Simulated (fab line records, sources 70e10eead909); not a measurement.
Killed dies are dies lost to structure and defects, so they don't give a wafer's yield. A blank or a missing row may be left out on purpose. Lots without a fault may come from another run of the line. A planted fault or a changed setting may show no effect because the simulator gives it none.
Which tool did it? | flow nand_harc | 13 lots, 39 wafers sampled, at 5 steps of a route of 1159

WHAT THE GAUGES READ, wafer by wafer
NHARC_A_BONDPAD_CD_MEAS_13. Usual: cd_nm 499.7 nm, standard deviation 2.1.
lot  | measured     | on        | cd_nm (nm)        | flag
L952 | day 18 13:04 | cd_sem-02 | 499.2 497.7 500.1 |
L954 | day 18 09:40 | cd_sem-02 | 499.6 497.4 500.8 |
L953 | day 18 09:57 | cd_sem-01 | 501.2 501.8 498.9 |
L957 | day 19 00:08 | cd_sem-01 | 497.9 501.3       |
L959 | day 19 20:34 | cd_sem-03 | 503.3 502.0 502.4 |
L966 | day 21 00:52 | cd_sem-02 | 501.1 502.9 501.7 |
L967 | day 22 15:33 | cd_sem-02 | 501.3 500.8 498.0 |
L970 | day 22 20:59 | cd_sem-01 | 501.5 500.4 503.3 |
L971 | day 22 19:05 | cd_sem-03 | 498.5 498.4 500.2 |
L973 | day 23 00:15 | cd_sem-01 | 497.6 498.5 502.7 |
L972 | day 22 19:37 | cd_sem-03 | 493.9 495.6 495.2 |
L974 | day 23 16:48 | cd_sem-02 | 497.4 500.6 498.7 |
L975 | day 23 22:43 | cd_sem-03 | 502.3 501.5 500.1 |

NHARC_END_SORT_01. Usual: defect_limited_yield 95.3 %, standard deviation 1.7; killed_at_array 28, standard deviation 11; killed_at_other 0.5, standard deviation 0.85; killed_at_periphery 2.7, standard deviation 1.9; killed_dies 32, standard deviation 12; killed_open 3.3, standard deviation 1.6; killed_short 2.1, standard deviation 1.5; sort_bin_2_pct 1.5 %, standard deviation 0.71; sort_bin_3_pct 0.25 %, standard deviation 0.23; sort_bin_4_pct 3.0 %, standard deviation 1.1; sort_n_pass 645, standard deviation 12; sort_rim_yield_pct 95 %, standard deviation 3.1; sort_yield_pct 95.3 %, standard deviation 1.7.
lot  | measured     | on        | defect_limited_yield (%) | killed_at_array | killed_at_other | killed_at_periphery | killed_dies | killed_open | killed_short | sort_bin_2_pct (%) | sort_bin_3_pct (%) | sort_bin_4_pct (%) | sort_n_pass | sort_rim_yield_pct (%) | sort_yield_pct (%) | flag
L957 | day 20 16:41 | prober-01 | 0 98.7 97.9              | 8 6 12          | 0 0 0           | 669 3 2             | 677 9 14    | 2 3 2       | 2 0 1        | 99.0 0.3 0.9       | 0 0 0              | 1.0 1.0 1.2        | 0 668 663   | 0 100 98               | 0 98.7 97.9        | OFF

WHICH TOOL RAN EACH LOT (tool, then ch and the chambers of the sampled wafers, then the start)
lot  | NHARC_P_M2_DEP_00               | NHARC_A_BONDPAD_DEGAS_25     | NHARC_THIN_TSV_DEGAS_53
L952 | pecvd-04 ch 0,1, day 6 05:47    | pvd_sputter-03, day 18 13:43 | pvd_sputter-02, day 19 14:28
L954 | pecvd-04 ch 0,1,2, day 6 10:35  | pvd_sputter-03, day 18 10:20 | pvd_sputter-01, day 19 13:10
L953 | pecvd-04 ch 0,1,2, day 6 11:32  | pvd_sputter-01, day 18 10:37 | pvd_sputter-01, day 19 17:52
L957 | pecvd-04 ch 0,1,2, day 7 13:33  | pvd_sputter-03, day 19 00:47 | pvd_sputter-03, day 19 22:52
L959 | pecvd-02 ch 1,2, day 7 22:49    | pvd_sputter-03, day 19 21:12 | pvd_sputter-01, day 20 16:25
L966 | pecvd-02 ch 0,1,2, day 9 12:19  | pvd_sputter-01, day 21 01:29 | pvd_sputter-01, day 21 18:55
L967 | pecvd-02 ch 0,1, day 10 06:40   | pvd_sputter-03, day 22 16:11 | pvd_sputter-03, day 23 13:46
L970 | pecvd-01 ch 0,1, day 10 17:38   | pvd_sputter-03, day 22 21:37 | pvd_sputter-03, day 23 19:58
L971 | pecvd-02 ch 1,2, day 10 22:56   | pvd_sputter-03, day 22 19:47 | pvd_sputter-03, day 23 16:50
L973 | pecvd-04 ch 1,2, day 11 02:04   | pvd_sputter-01, day 23 00:53 | pvd_sputter-01, day 23 22:35
L972 | pecvd-04 ch 1,2, day 11 02:59   | pvd_sputter-01, day 22 20:16 | pvd_sputter-01, day 23 19:17
L974 | pecvd-04 ch 0,1,2, day 11 16:33 | pvd_sputter-01, day 23 17:25 | pvd_sputter-03, day 24 12:40
L975 | pecvd-04 ch 0,1,2, day 12 05:52 | pvd_sputter-03, day 23 23:24 | pvd_sputter-03, day 24 18:50
- NHARC_P_M2_DEP_00: deposits SiOC, target thk 182.5 nm.
- NHARC_A_BONDPAD_DEGAS_25: time 60 s.
- NHARC_THIN_TSV_DEGAS_53: time 60 s.

WHAT THE TOOLS THEMSELVES READ (means of the sampled wafers that have a number; where no wafer has one, the mark that the record gives instead)
NHARC_P_M2_DEP_00. Usual: rf_fwd_power_W 598.5 W, standard deviation 1.8.
lot  | tool     | rf_fwd_power_W (W) | flag
L952 | pecvd-04 | 599.5              |
L954 | pecvd-04 | 598.5              |
L953 | pecvd-04 | 599.1              |
L957 | pecvd-04 | 597.5              |
L959 | pecvd-02 | 598.8              |
L966 | pecvd-02 | 598.9              |
L967 | pecvd-02 | 597.7              |
L970 | pecvd-01 | 598.0              |
L971 | pecvd-02 | 598.0              |
L973 | pecvd-04 | 596.3              |
L972 | pecvd-04 | 596.6              |
L974 | pecvd-04 | 599.2              |
L975 | pecvd-04 | 596.7              |

NHARC_A_BONDPAD_DEGAS_25. Usual: heater_power_w 461 W, standard deviation 45; susceptor_temp_C 299.99 C, standard deviation 0.17.
lot  | tool           | heater_power_w (W) | susceptor_temp_C (C) | flag
L952 | pvd_sputter-03 | 480                | 300.24               |
L954 | pvd_sputter-03 | 480                | 299.97               |
L953 | pvd_sputter-01 | 493                | 299.92               |
L957 | pvd_sputter-03 | 433                | 299.98               |
L959 | pvd_sputter-03 | 448                | 299.89               |
L966 | pvd_sputter-01 | 481                | 299.95               |
L967 | pvd_sputter-03 | 439                | 299.95               |
L970 | pvd_sputter-03 | 449                | 300.03               |
L971 | pvd_sputter-03 | 447                | -                    | OFF
L973 | pvd_sputter-01 | 490                | 300.03               |
L972 | pvd_sputter-01 | 499                | 299.91               |
L974 | pvd_sputter-01 | 505                | 300.05               |
L975 | pvd_sputter-03 | 446                | 300.14               |

NHARC_THIN_TSV_DEGAS_53. Usual: heater_power_w 463 W, standard deviation 45; susceptor_temp_C 300.01 C, standard deviation 0.2.
lot  | tool           | heater_power_w (W) | susceptor_temp_C (C) | flag
L952 | pvd_sputter-02 | 485                | 299.96               |
L954 | pvd_sputter-01 | 492                | -                    | OFF
L953 | pvd_sputter-01 | 495                | 300.00               |
L957 | pvd_sputter-03 | 414                | 299.91               |
L959 | pvd_sputter-01 | 489                | 299.98               |
L966 | pvd_sputter-01 | 493                | -                    | OFF
L967 | pvd_sputter-03 | 440                | 299.94               |
L970 | pvd_sputter-03 | 434                | 299.91               |
L971 | pvd_sputter-03 | 444                | 299.94               |
L973 | pvd_sputter-01 | 495                | 299.86               |
L972 | pvd_sputter-01 | 499                | 300.08               |
L974 | pvd_sputter-03 | 437                | -                    | OFF
L975 | pvd_sputter-03 | 481                | 299.89               |

THE ANSWER, worked out from the rows above alone
Rule: a lot is off if the mean of its wafers that have a number lies more than 3 standard deviations from the usual mean. A lot without any number at a reading at which 4 lots or more have one is off too. The other lots that the step has rows for count as sound. The gauges are gone through in route order, then the tools' own readings, and for those a lot's mean is taken as printed above. The first step at which some lot is off is used, and at that step the reading that is off furthest; a lot without a number counts as furthest.
Off: L957, at NHARC_END_SORT_01 (killed_at_periphery). Neither off nor sound, because the step has no rows for them: L952, L954, L953, L959, L966, L967, L970, L971, L973, L972, L974, L975.
A tool fits if, at a process step before that reading, it ran every lot that is off, and no sound lot after the first of them. The gauges at NHARC_END_SORT_01 are tried like those tools. Can't be told from this: 3 tools fit, pecvd-04 at NHARC_P_M2_DEP_00, pvd_sputter-03 at NHARC_A_BONDPAD_DEGAS_25 and NHARC_THIN_TSV_DEGAS_53, prober-01 at NHARC_END_SORT_01.

WHAT THE SIMULATOR HAD PUT IN
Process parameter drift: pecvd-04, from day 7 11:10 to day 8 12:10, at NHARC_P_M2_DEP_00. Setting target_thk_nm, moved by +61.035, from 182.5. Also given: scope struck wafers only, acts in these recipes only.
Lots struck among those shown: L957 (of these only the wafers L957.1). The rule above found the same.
